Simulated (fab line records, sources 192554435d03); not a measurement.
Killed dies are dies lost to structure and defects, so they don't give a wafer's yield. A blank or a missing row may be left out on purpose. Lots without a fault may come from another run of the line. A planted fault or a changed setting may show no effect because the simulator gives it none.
Chamber matching | flow n5_finfet | N5_MIM_TOP_ETCH_STRIP_01 on rie_diel-06: 4 sister chambers
The step strips in O2. 4 wafers are shown with their chamber, then 7 later ones without.

WAFERS WITH THEIR CHAMBER
wafer  | chamber | showerhead_plenum_p_Torr (Torr)
L119.1 | 3       | 2.21
L124.6 | 2       | 2.05
L126.1 | 0       | 2.03
L126.2 | 1       | 2.10

WAFERS WITHOUT THEIR CHAMBER
wafer  | showerhead_plenum_p_Torr (Torr)
L126.5 | 2.03
L141.1 | 2.04
L141.2 | 2.19
L141.4 | 2.09
L142.4 | 2.09
L142.5 | 2.04
L142.6 | 2.09

WHICH CHAMBER EACH WENT THROUGH
wafer  | from the rows above     | in truth
L126.5 | can't be placed: 0 or 2 | 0
L141.1 | can't be placed: 2 or 0 | 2
L141.2 | 3                       | 3
L141.4 | 1                       | 1
L142.4 | 1                       | 1
L142.5 | can't be placed: 2 or 0 | 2
L142.6 | 1                       | 1
Placed correctly: 4 of 7. Can't be placed from these rows: 3 (the true chamber is among the candidates in 3). Placed wrongly: 0.
How it was worked out, from the rows above alone: a wafer's distance from a chamber is the root of the sum, over the readings, of the square of ((its reading less the chamber's mean) divided by the reading's scatter). The wafer belongs to the nearest chamber; if the next one is less than 2 further off, it can't be placed. A chamber's mean is the mean of its shown wafers. The scatter: with one shown wafer a chamber, the root of the mean of the squares of how far each hidden wafer lies from its nearest shown one.
